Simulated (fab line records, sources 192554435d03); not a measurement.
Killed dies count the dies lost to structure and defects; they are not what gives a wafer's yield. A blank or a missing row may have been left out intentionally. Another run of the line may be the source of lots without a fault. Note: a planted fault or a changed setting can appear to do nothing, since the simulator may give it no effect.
fab line records + flow n5Finfet
record
- lots=9
- wafers=27
- lastDay=17
route steps=1938 shown FIN_SAQP@96 BEOL_M4@1111
lots untouched by any fault: they come from a run of this same line in which no faults occurred
startH: start of the lot's first displayed wafer, in hours after the record's first day + waitH: hours from the lot's prior step to this one + " identical to the entry in the row above + L1.1+2: several wafers, shown together as one row + - no value, or no start was given + * or withheld: withheld + < > ~ a bound
route shown NAME@n: a module of which the file shows steps, and the number in the route of the first + usual: the fault-free wafers' mean and standard deviation + same: alike in all rows + chamber/n: place in a boat + sites: each site's reading + _std_site: their standard deviation + _edge_site: the outer-site mean with the inner-site mean subtracted + radiusMm: how far each site lies from the wafer's centre + mask NAME#n: copy n + behind: tool/chamber where the wafer was last shaped + hold: the reason the lot was held/the length of the hold in hours/how it ended + device: transistor that didn't switch, given as n, p or np + end of line: tests run on the same wafers once the route is complete + step lacking rows: just its recipe + killed: not the wafer's yield, but the dies lost to structure and defects at the first sort + map: per-die view of a wafer (x killed, . not killed, _ where there is no die)
set.NAME: the setting that was run; set.NAME@STEP: the one run at that earlier step + model.NAME: the simulator's own value behind a step, which no gauge read
route steps across a sampled set of lots; one table per step, one row per wafer
services: when a tool's chamber went out of use (startH, in hours from the record's first day, below 0 if earlier), for how many hours, and the reason
## steps
# step N5_FIN_SAQP_HM_DEP_03
# recipe
- material=SiNx
- targetThkA=380
- tempC=400
- precursor=SiH4/NH3/N2
- pressureTorr=1.5
- rfW=300
- timeS=33.6
# usual
- chamberPressureTorr=1.5000/0.0028
- heaterPowerW=850/110
- showerheadPlenumPTorr=5.10/0.12
- throttleValvePct=39.3/2.1
| lot.wafer | tool     | chamber | startH | waitH | chamberPressureTorr | heaterPowerW | showerheadPlenumPTorr | throttleValvePct |
|-----------|----------|---------|--------|-------|---------------------|--------------|-----------------------|------------------|
| L257.3    | pecvd-02 | 2       | 21.26  | 0.1   | 1.5005              | 1010         | 5.12                  | 36.7             |
| L257.5    | "        | 0       | "      | "     | 1.5030              | 1105         | 5.02                  | 41.4             |
| L257.6    | "        | 1       | "      | "     | 1.5016              | 937          | 5.09                  | 36.6             |
| L258.3    | pecvd-02 | 1       | 26.70  | 0.1   | 1.5032              | 929          | 5.09                  | 36.9             |
| L258.4    | "        | 1       | "      | "     | 1.5030              | 941          | 5.07                  | 36.9             |
| L258.5    | "        | 2       | "      | "     | 1.4961              | 1017         | 5.13                  | 36.5             |
| L263.2    | pecvd-02 | 2       | 57.23  | 0.2   | 1.4980              | 1016         | 5.12                  | 36.8             |
| L263.3    | "        | 0       | "      | "     | 1.5003              | 1007         | 5.03                  | 41.6             |
| L263.5    | "        | 1       | "      | "     | 1.5010              | 927          | 5.08                  | 36.8             |
| L271.4    | pecvd-01 | 0       | 105.30 | 0.1   | 1.4999              | 807          | 4.97                  | 40.7             |
| L271.5    | "        | 2       | "      | "     | 1.4976              | 732          | 4.96                  | 38.0             |
| L271.6    | "        | 1       | "      | "     | 1.5012              | 875          | 5.29                  | 42.0             |
| L272.1    | pecvd-03 | 1       | 111.94 | 0.2   | 1.4977              | 732          | 5.06                  | 37.3             |
| L272.3    | "        | 0       | "      | "     | 1.4983              | 851          | 5.26                  | 41.8             |
| L272.4    | "        | 0       | "      | "     | 1.4991              | 895          | 5.27                  | 41.6             |
| L275.2    | pecvd-03 | 2       | 128.50 | 0.2   | 1.4995              | 854          | 5.18                  | 37.2             |
| L275.3    | "        | 1       | "      | "     | 1.5026              | 714          | 5.06                  | 37.4             |
| L275.6    | "        | 1       | "      | "     | 1.5019              | 736          | 5.06                  | 37.8             |
| L277.1    | pecvd-03 | 2       | 142.03 | 0.2   | 1.5006              | 698          | 5.18                  | 37.3             |
| L277.2    | "        | 0       | "      | "     | 1.5020              | 911          | 5.25                  | 42.0             |
| L277.6    | "        | 2       | "      | "     | 1.4949              | 702          | 5.17                  | 37.0             |
| L279.2    | pecvd-02 | 1       | 154.22 | 0.2   | 1.4989              | 935          | 5.09                  | 36.9             |
| L279.5    | "        | 1       | "      | "     | 1.4994              | 954          | 5.09                  | 36.8             |
| L279.6    | "        | 0       | "      | "     | 1.5008              | 959          | 5.03                  | 41.5             |
| L280.4    | pecvd-01 | 0       | 159.38 | 0.1   | 1.4991              | 772          | 4.98                  | 40.7             |
| L280.5    | "        | 2       | "      | "     | 1.5003              | 810          | 4.95                  | 37.9             |
| L280.6    | "        | 1       | "      | "     | 1.4986              | 807          | 5.30                  | 41.9             |
# step N5_FIN_SAQP_HM_DEP_72
# recipe
- material=SiO2
- targetThkA=120
- tempC=400
- precursor=SiH4/N2O
- pressureTorr=0.75
- rfW=275
- timeS=7.2
# usual
- chamberPressureTorr=0.7499/0.0016
- heaterPowerW=853/110
- showerheadPlenumPTorr=8.10/0.21
| lot.wafer | tool     | chamber | startH | waitH | chamberPressureTorr | heaterPowerW | showerheadPlenumPTorr |
|-----------|----------|---------|--------|-------|---------------------|--------------|-----------------------|
| L257.3    | pecvd-02 | 2       | 21.60  | 0.0   | 0.7502              | 877          | 8.13                  |
| L257.5    | "        | 1       | "      | "     | 0.7504              | 885          | 8.04                  |
| L257.6    | "        | 0       | "      | "     | 0.7508              | 1090         | 7.92                  |
| L258.3    | pecvd-02 | 0       | 27.03  | 0.0   | 0.7453              | 941          | 7.96                  |
| L258.4    | "        | 0       | "      | "     | 0.7464              | 959          | 7.93                  |
| L258.5    | "        | 2       | "      | "     | 0.7504              | 911          | 8.12                  |
| L263.2    | pecvd-02 | 1       | 57.56  | 0.0   | 0.7504              | 957          | 8.03                  |
| L263.3    | "        | 0       | "      | "     | 0.7509              | 1103         | 7.91                  |
| L263.5    | "        | 2       | "      | "     | 0.7498              | 945          | 8.12                  |
| L271.4    | pecvd-03 | 0       | 105.63 | 0.1   | 0.7495              | 957          | 8.38                  |
| L271.5    | "        | 2       | "      | "     | 0.7487              | 873          | 8.21                  |
| L271.6    | "        | 1       | "      | "     | 0.7503              | 731          | 7.97                  |
| L272.1    | pecvd-03 | 2       | 112.28 | 0.0   | 0.7502              | 703          | 8.24                  |
| L272.3    | "        | 1       | "      | "     | 0.7507              | 771          | 8.00                  |
| L272.4    | "        | 2       | "      | "     | 0.7494              | 725          | 8.22                  |
| L275.2    | pecvd-03 | 2       | 128.83 | 0.0   | 0.7481              | 837          | 8.22                  |
| L275.3    | "        | 0       | "      | "     | 0.7491              | 840          | 8.37                  |
| L275.6    | "        | 1       | "      | "     | 0.7520              | 730          | 7.99                  |
| L277.1    | pecvd-03 | 1       | 142.37 | 0.0   | 0.7483              | 757          | 7.97                  |
| L277.2    | "        | 2       | "      | "     | 0.7528              | 846          | 8.24                  |
| L277.6    | "        | 1       | "      | "     | 0.7489              | 766          | 7.95                  |
| L279.2    | pecvd-01 | 0       | 154.55 | 0.0   | 0.7506              | 741          | 7.76                  |
| L279.5    | "        | 1       | "      | "     | 0.7493              | 901          | 8.48                  |
| L279.6    | "        | 2       | "      | "     | 0.7466              | 728          | 7.77                  |
| L280.4    | pecvd-03 | 0       | 159.71 | 0.1   | 0.7513              | 834          | 8.39                  |
| L280.5    | "        | 2       | "      | "     | 0.7506              | 853          | 8.21                  |
| L280.6    | "        | 1       | "      | "     | 0.7476              | 686          | 7.98                  |
# step N5_FIN_SAQP_CD_MEAS_16
# recipe
- targetCdNm=35.6
- landingEnergyEv=500
- detector=seInlens
# usual
- cdNm=35.57/0.28
| lot.wafer | tool     | chamber | startH | waitH | cdNm  |
|-----------|----------|---------|--------|-------|-------|
| L257.3    | cdSem-02 | 0       | 21.94  | -     | 35.69 |
| L257.5    | "        | 0       | "      | "     | 35.35 |
| L257.6    | "        | 0       | "      | "     | 35.44 |
| L258.3    | cdSem-01 | 0       | 27.36  | -     | 35.50 |
| L258.4    | "        | 0       | "      | "     | 35.58 |
| L258.5    | "        | 0       | "      | "     | 35.72 |
| L263.2    | cdSem-02 | 0       | 58.02  | -     | 35.55 |
| L263.3    | "        | 0       | "      | "     | 35.69 |
| L263.5    | "        | 0       | "      | "     | 35.39 |
| L271.4    | cdSem-02 | 0       | 105.93 | -     | 35.30 |
| L271.5    | "        | 0       | "      | "     | 35.60 |
| L271.6    | "        | 0       | "      | "     | 35.66 |
| L272.1    | cdSem-02 | 0       | 112.73 | -     | 35.46 |
| L272.3    | "        | 0       | "      | "     | 35.78 |
| L272.4    | "        | 0       | "      | "     | 35.54 |
| L275.2    | cdSem-03 | 0       | 129.15 | -     | 35.63 |
| L275.3    | "        | 0       | "      | "     | 36.39 |
| L275.6    | "        | 0       | "      | "     | 35.77 |
| L277.1    | cdSem-03 | 0       | 142.69 | -     | 35.15 |
| L277.2    | "        | 0       | "      | "     | 35.55 |
| L277.6    | "        | 0       | "      | "     | 35.05 |
| L279.2    | cdSem-03 | 0       | 154.88 | -     | 35.84 |
| L279.5    | "        | 0       | "      | "     | 35.22 |
| L279.6    | "        | 0       | "      | "     | 34.97 |
| L280.4    | cdSem-03 | 0       | 160.14 | -     | 35.14 |
| L280.5    | "        | 0       | "      | "     | 35.23 |
| L280.6    | "        | 0       | "      | "     | 35.52 |
# step N5_FIN_SAQP_OVL_MEAS_17
# recipe
- pointsPerWafer=44
# usual
- FIN_CORE_OVL=0.3/0.8
| lot.wafer | tool       | chamber | startH | waitH | FIN_CORE_OVL[nm] |
|-----------|------------|---------|--------|-------|------------------|
| L257.3    | overlay-01 | 0       | 21.98  | 0.0   | 0.4              |
| L257.5    | "          | 0       | "      | "     | -1.8             |
| L257.6    | "          | 0       | "      | "     | 0.7              |
| L258.3    | overlay-01 | 0       | 27.39  | 0.0   | 0.7              |
| L258.4    | "          | 0       | "      | "     | -0.3             |
| L258.5    | "          | 0       | "      | "     | 0.1              |
| L263.2    | overlay-02 | 0       | 58.06  | 0.0   | 0.4              |
| L263.3    | "          | 0       | "      | "     | 1.2              |
| L263.5    | "          | 0       | "      | "     | 1.4              |
| L271.4    | overlay-01 | 0       | 105.96 | 0.0   | -0.2             |
| L271.5    | "          | 0       | "      | "     | -0.4             |
| L271.6    | "          | 0       | "      | "     | 0.1              |
| L272.1    | overlay-02 | 0       | 112.77 | 0.0   | 1.0              |
| L272.3    | "          | 0       | "      | "     | 1.3              |
| L272.4    | "          | 0       | "      | "     | 1.1              |
| L275.2    | overlay-02 | 0       | 129.19 | 0.0   | -0.5             |
| L275.3    | "          | 0       | "      | "     | 1.4              |
| L275.6    | "          | 0       | "      | "     | 0.2              |
| L277.1    | overlay-01 | 0       | 142.73 | 0.0   | 0.9              |
| L277.2    | "          | 0       | "      | "     | 1.1              |
| L277.6    | "          | 0       | "      | "     | 0.3              |
| L279.2    | overlay-01 | 0       | 154.92 | 0.0   | 0.3              |
| L279.5    | "          | 0       | "      | "     | 0.2              |
| L279.6    | "          | 0       | "      | "     | 0.1              |
| L280.4    | overlay-01 | 0       | 160.17 | 0.0   | -0.9             |
| L280.5    | "          | 0       | "      | "     | 0.7              |
| L280.6    | "          | 0       | "      | "     | -0.6             |
# step N5_FIN_SAQP_HM_OPEN_73
# recipe
- chemistry=CHF3/O2
- target=SiO2
- stopOn=a-Si
- targetDepthA=120
- overEtchFrac=1.8
- maskMaterial=SOC
- timeS=16.8
- pressureMtorr=30
- sourceW=650
- biasW=170
- Ar_flow_sccm=200
- CHF3_flow_sccm=50
- O2_flow_sccm=5
- ionEnergyEv=200
- ends=endPoint
# usual
- chamberPressureMTorr=30.001/0.027
- drypumpMotorCurrentA=5.8/0.49
- oesProductAu=0.46/0.036
- rfVppV=521/4.2
- showerheadPlenumPTorr=2.44/0.078
- throttleValvePct=18.76/0.2
| lot.wafer | tool       | chamber | startH | waitH | chamberPressureMTorr | drypumpMotorCurrentA | oesProductAu | rfHoursCounterH | rfVppV | showerheadPlenumPTorr | throttleValvePct |
|-----------|------------|---------|--------|-------|----------------------|----------------------|--------------|-----------------|--------|-----------------------|------------------|
| L257.3    | rieDiel-03 | 2       | 22.23  | 0.0   | 29.976               | 6.6                  | 0.45         | 153             | 526    | 2.51                  | 19.05            |
| L257.5    | "          | 2       | "      | "     | 29.977               | 6.6                  | 0.46         | -               | 527    | 2.51                  | 19.05            |
| L257.6    | "          | 0       | "      | "     | 30.015               | 6.3                  | 0.41         | -               | 516    | 2.38                  | 19.03            |
| L258.3    | rieDiel-03 | 3       | 27.65  | 0.0   | 30.019               | 6.3                  | 0.49         | 77              | 520    | 2.34                  | 18.62            |
| L258.4    | "          | 0       | "      | "     | 30.038               | 6.3                  | 0.40         | -               | 515    | 2.37                  | 19.03            |
| L258.5    | "          | 3       | "      | "     | 29.999               | 6.3                  | 0.50         | -               | 521    | 2.34                  | 18.62            |
| L263.2    | rieDiel-05 | 2       | 58.31  | 0.0   | 29.982               | 6.3                  | 0.45         | 150             | 515    | 2.42                  | 18.89            |
| L263.3    | "          | 3       | "      | "     | 30.003               | 5.4                  | 0.58         | 144             | 519    | 2.41                  | 18.92            |
| L263.5    | "          | 0       | "      | "     | 30.013               | 5.2                  | 0.45         | -               | 523    | 2.49                  | 18.84            |
| L271.4    | rieDiel-05 | 0       | 106.59 | 0.0   | 30.051               | 5.2                  | 0.44         | 194             | 522    | 2.49                  | 18.86            |
| L271.5    | "          | 0       | "      | "     | 29.975               | 5.2                  | 0.44         | -               | 522    | 2.49                  | 18.85            |
| L271.6    | "          | 3       | "      | "     | 29.983               | 5.4                  | 0.46         | -               | 518    | 2.41                  | 18.91            |
| L272.1    | rieDiel-05 | 0       | 113.02 | 0.0   | 30.000               | 5.2                  | 0.44         | 197             | 523    | 2.49                  | 18.88            |
| L272.3    | "          | 2       | "      | "     | 30.050               | 6.3                  | 0.44         | 170             | 515    | 2.41                  | 18.94            |
| L272.4    | "          | 1       | "      | "     | 30.002               | 6.1                  | 0.43         | 216             | 519    | 2.38                  | 18.84            |
| L275.2    | rieDiel-01 | 1       | 129.45 | 0.0   | 29.956               | 6.1                  | 0.45         | 178             | 519    | 2.31                  | 18.70            |
| L275.3    | "          | 3       | "      | "     | 30.031               | 5.1                  | 0.50         | 43              | 526    | 2.55                  | 18.45            |
| L275.6    | "          | 3       | "      | "     | 29.971               | 5.1                  | 0.51         | -               | 525    | 2.55                  | 18.46            |
| L277.1    | rieDiel-05 | 1       | 143.16 | 0.0   | 29.993               | 6.1                  | 0.42         | 228             | 518    | 2.37                  | 18.88            |
| L277.2    | "          | 0       | "      | "     | 30.005               | 5.2                  | 0.43         | 209             | 522    | 2.48                  | 18.89            |
| L277.6    | "          | 0       | "      | "     | 29.980               | 5.2                  | 0.44         | -               | 521    | 2.48                  | 18.89            |
| L279.2    | rieDiel-01 | 3       | 155.17 | 0.0   | 29.982               | 5.1                  | 0.49         | 54              | 526    | 2.54                  | 18.48            |
| L279.5    | "          | 3       | "      | "     | 29.992               | 5.1                  | 0.49         | -               | 525    | 2.54                  | 18.48            |
| L279.6    | "          | 2       | "      | "     | 30.001               | 5.3                  | 0.50         | -               | 530    | 2.55                  | 18.55            |
| L280.4    | rieDiel-01 | 3       | 160.43 | 0.0   | 30.007               | 5.1                  | 0.50         | 56              | 525    | 2.54                  | 18.48            |
| L280.5    | "          | 3       | "      | "     | 30.011               | 5.1                  | 0.49         | -               | 527    | 2.54                  | 18.48            |
| L280.6    | "          | 0       | "      | "     | 30.010               | 5.5                  | 0.42         | -               | 525    | 2.47                  | 18.64            |
# step N5_BEOL_M4_RC_MEAS_101
# usual
- DIBL_N=36.3/1.4
- DIBL_P=35.7/1.5
- IOFF_N=0.155/0.022
- IOFF_P=0.204/0.027
- ION_N=671/9
- ION_P=459/6.2
- SS_N=71.5/0.54
- SS_P=73.1/0.56
- VT_N=250.2/2.6
- VT_P=-251/3.3
| lot.wafer | tool      | chamber | startH | waitH | DIBL_N[mV/V] | DIBL_P[mV/V] | IOFF_N[nA/um] | IOFF_P[nA/um] | ION_N[uA/um] | ION_P[uA/um] | SS_N[mV/dec] | SS_P[mV/dec] | VT_N[mV] | VT_P[mV] |
|-----------|-----------|---------|--------|-------|--------------|--------------|---------------|---------------|--------------|--------------|--------------|--------------|----------|----------|
| L258.3    | prober-02 | 0       | 183.83 | 0.3   | 37.2         | 36.6         | 0.163         | 0.231         | 675          | 466          | 71.6         | 73.9         | 247.0    | -247     |
| L258.4    | "         | 0       | "      | "     | 35.4         | 34.2         | 0.129         | 0.187         | 664          | 461          | 70.4         | 73.0         | 253.1    | -248     |
| L258.5    | "         | 0       | "      | "     | 34.5         | 32.8         | 0.117         | 0.180         | 659          | 458          | 70.5         | 72.1         | 252.6    | -250     |
| L257.3    | prober-01 | 0       | 185.35 | 0.3   | 35.6         | 34.2         | 0.157         | 0.207         | 673          | 457          | 71.9         | 72.7         | 246.0    | -248     |
| L257.5    | "         | 0       | "      | "     | 34.3         | 33.4         | 0.136         | 0.192         | 661          | 461          | 71.4         | 72.6         | 249.0    | -249     |
| L257.6    | "         | 0       | "      | "     | 35.9         | 34.4         | 0.157         | 0.203         | 664          | 457          | 71.1         | 72.8         | 248.9    | -250     |
| L263.2    | prober-01 | 0       | 209.97 | 0.2   | 39.1         | 38.6         | 0.197         | 0.257         | 682          | 466          | 72.3         | 73.6         | 247.3    | -245     |
| L263.3    | "         | 0       | "      | "     | 38.6         | 37.1         | 0.182         | 0.242         | 665          | 454          | 71.6         | 74.0         | 248.6    | -246     |
| L263.5    | "         | 0       | "      | "     | 38.9         | 37.1         | 0.195         | 0.238         | 678          | 458          | 73.4         | 73.4         | 250.4    | -249     |
| L271.4    | prober-01 | 0       | 253.56 | 0.5   | 36.8         | 34.0         | 0.151         | 0.169         | 666          | 454          | 71.4         | 72.9         | 248.8    | -257     |
| L271.5    | "         | 0       | "      | "     | 36.0         | 33.6         | 0.138         | 0.161         | 667          | 451          | 71.5         | 72.5         | 253.7    | -254     |
| L271.6    | "         | 0       | "      | "     | 35.6         | 33.8         | 0.136         | 0.166         | 671          | 457          | 71.4         | 73.1         | 252.2    | -256     |
| L272.1    | prober-02 | 0       | 255.69 | 0.0   | 38.7         | 36.4         | 0.170         | 0.212         | 677          | 462          | 72.5         | 73.1         | 246.9    | -247     |
| L272.3    | "         | 0       | "      | "     | 38.6         | 36.9         | 0.167         | 0.211         | 673          | 457          | 72.1         | 74.2         | 247.0    | -252     |
| L272.4    | "         | 0       | "      | "     | 37.4         | 35.5         | 0.143         | 0.199         | 668          | 456          | 72.0         | 73.8         | 252.2    | -251     |
| L275.2    | prober-01 | 0       | 274.48 | 0.2   | 34.1         | 33.5         | 0.119         | 0.174         | 666          | 457          | 71.0         | 72.7         | 253.2    | -252     |
| L275.3    | "         | 0       | "      | "     | 35.0         | 34.6         | 0.131         | 0.185         | 664          | 457          | 71.2         | 72.9         | 252.5    | -251     |
| L275.6    | "         | 0       | "      | "     | 35.4         | 34.6         | 0.138         | 0.192         | 677          | 462          | 71.6         | 73.0         | 250.7    | -251     |
| L277.1    | prober-01 | 0       | 293.64 | 0.0   | 36.0         | 35.2         | 0.143         | 0.185         | 674          | 459          | 71.3         | 72.9         | 252.5    | -254     |
| L277.2    | "         | 0       | "      | "     | 34.7         | 33.2         | 0.120         | 0.159         | 655          | 450          | 72.0         | 72.7         | 253.5    | -254     |
| L277.6    | "         | 0       | "      | "     | 37.8         | 37.7         | 0.188         | 0.224         | 682          | 464          | 71.5         | 73.9         | 245.5    | -251     |
| L279.2    | prober-01 | 0       | 302.79 | 0.2   | 33.6         | 33.7         | 0.105         | 0.161         | 653          | 456          | 71.3         | 72.2         | 254.8    | -251     |
| L279.5    | "         | 0       | "      | "     | 36.1         | 36.6         | 0.139         | 0.207         | 663          | 461          | 71.6         | 73.2         | 251.6    | -251     |
| L279.6    | "         | 0       | "      | "     | 33.8         | 33.5         | 0.106         | 0.159         | 644          | 452          | 70.9         | 72.9         | 255.0    | -254     |
| L280.4    | prober-01 | 0       | 307.64 | 0.5   | 35.3         | 34.7         | 0.137         | 0.179         | 669          | 460          | 71.7         | 72.8         | 250.5    | -255     |
| L280.5    | "         | 0       | "      | "     | 37.3         | 35.9         | 0.166         | 0.192         | 671          | 452          | 71.9         | 72.1         | 249.3    | -252     |
| L280.6    | "         | 0       | "      | "     | 35.1         | 34.5         | 0.135         | 0.178         | 668          | 457          | 71.5         | 72.3         | 253.9    | -253     |
## services
| tool       | chamber | startH | hours | kind                         |
|------------|---------|--------|-------|------------------------------|
| rieDiel-01 | 3       | 0.42   | 10.4  | repair                       |
| pecvd-01   | 2       | 4.31   | 5.5   | scheduledDown                |
| rieDiel-01 | -       | 5.08   | 1.2   | repair                       |
| rieDiel-01 | -       | 6.91   | 2.1   | repair                       |
| rieDiel-03 | 1       | 9.10   | 19.7  | repair                       |
| rieDiel-01 | 0       | 12.34  | 7.4   | repair                       |
| rieDiel-01 | 2       | 20.17  | 2.8   | repair                       |
| pecvd-01   | 2       | 21.12  | -     | clean                        |
| pecvd-01   | 2       | 21.12  | -     | consumableReplace:showerhead |
| pecvd-01   | 2       | 21.12  | 29.0  | scheduledDown                |
| pecvd-01   | 2       | 21.12  | 29.0  | ventCycle                    |
| rieDiel-05 | 2       | 33.36  | 5.6   | repair                       |
| pecvd-02   | 2       | 33.44  | 5.5   | scheduledDown                |
| rieDiel-03 | -       | 46.60  | 2.1   | repair                       |
| pecvd-01   | -       | 52.10  | 0.9   | repair                       |
| pecvd-03   | 2       | 73.52  | 21.2  | repair                       |
| pecvd-02   | 1       | 83.41  | 2.1   | scheduledDown                |
| pecvd-02   | 0       | 91.04  | 3.6   | repair                       |
| rieDiel-03 | -       | 94.92  | 10.0  | pm                           |
| rieDiel-03 | 3       | 109.32 | 3.6   | repair                       |
| pecvd-03   | -       | 114.44 | 4.8   | repair                       |
| pecvd-03   | -       | 123.28 | 1.4   | repair                       |
| rieDiel-03 | 2       | 134.14 | 4.8   | repair                       |
| pecvd-02   | 2       | 147.23 | 2.1   | scheduledDown                |
## key
firstSign
- step=N5_FIN_SAQP_HM_OPEN_73
- reading=oesProductAu
- direction=up
- sigmas=3.3
- usual=0.46
- struck=0.58
effect none on later readings
metAt N5_FIN_SAQP_HM_DEP_72
struckLots L263
struckWafers L263.3
notActingAt N5_FIN_SAQP_HM_DEP_03,N5_FIN_SAQP_CD_MEAS_16,N5_FIN_SAQP_OVL_MEAS_17
onsetBetween 27.03 57.56
fault
- kind=processParameterDrift
- tool=pecvd-02
- chamber=-
- onsetH=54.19
- steps=N5_FIN_SAQP_HM_DEP_72
- channel=timeS
- offset=*
- shape=step
- endH=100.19
- scope=struckWafersOnly
- actsIn=*
- stated=*
